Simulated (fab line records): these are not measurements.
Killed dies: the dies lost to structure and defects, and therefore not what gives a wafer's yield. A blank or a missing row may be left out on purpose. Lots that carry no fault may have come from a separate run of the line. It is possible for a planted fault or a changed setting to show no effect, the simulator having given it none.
Chamber matching	flow n5_finfet	rie_si-06 running N5_BEOL_M0_SAQP_MANDREL2_REMOVE_110: 4 sister chambers
The step chemistry HBr/Cl2/O2, target a-Si, stops on SiCN, bt time 10 s. 18 wafers are shown with their chamber, then 9 later ones without.

WAFERS WITH THEIR CHAMBER
wafer	chamber	throttle_valve_pct (%)	drypump_motor_current_A (A)	oes_product_au (a.u.)
L074.2	0	37.06	6.6	1.001
L074.5	1	36.25	5.0	1.000
L074.6	2	36.71	5.6	0.989
L077.1	1	36.25	5.0	0.992
L077.3	3	37.12	5.8	0.977
L077.5	3	37.13	5.9	0.979
L079.1	3	37.12	5.8	0.996
L079.4	2	36.72	5.7	0.996
L079.6	1	36.24	5.0	1.010
L083.1	0	37.05	6.6	0.997
L083.2	3	37.11	5.8	0.991
L083.4	1	36.24	5.0	1.005
L085.2	0	37.06	6.6	1.002
L085.4	0	37.06	6.6	1.003
L085.6	2	36.73	5.7	0.984
L087.2	0	37.05	6.7	1.000
L087.5	2	36.72	5.7	0.984
L087.6	0	37.05	6.7	0.998

SIGNATURES, as means of the wafers listed above
reading	chamber 0	chamber 1	chamber 2	chamber 3	scatter within a chamber
throttle_valve_pct	37.0550	36.2450	36.7200	37.1200	0.00681
drypump_motor_current_A	6.633	5.000	5.675	5.825	0.045
oes_product_au	1.00017	1.00175	0.98825	0.98575	0.0063
Rule: for a wafer and a chamber, the distance is found by dividing, reading by reading, the gap between the wafer's reading and the chamber's mean by the reading's scatter, squaring, summing and taking the root. If the next closest chamber is less than 2 further off than the closest, the wafer can't be placed; otherwise it belongs to the closest. How the scatter is found: for the shown wafers, subtract from each reading the mean of its chamber, square and add these, divide the total by (wafers less chambers), then take the root.

WAFERS MISSING THEIR CHAMBER
wafer	throttle_valve_pct (%)	drypump_motor_current_A (A)	oes_product_au (a.u.)
L088.2	36.71	5.7	0.991
L088.3	37.10	5.8	1.004
L088.5	37.06	6.6	1.009
L089.2	36.69	5.7	0.980
L089.3	37.10	5.9	1.009
L089.6	36.23	5.0	1.002
L096.2	36.72	5.7	0.998
L096.3	37.06	6.6	0.997
L096.6	36.24	5.0	1.013

EACH ONE'S CHAMBER
wafer	from the rows above	in truth
L088.2	2	2
L088.3	3	3
L088.5	0	0
L089.2	2	2
L089.3	3	3
L089.6	1	1
L096.2	2	2
L096.3	0	0
L096.6	1	1
Correct placement for 9 of the 9. Can't be placed from these rows: 0. 0 placed wrongly.
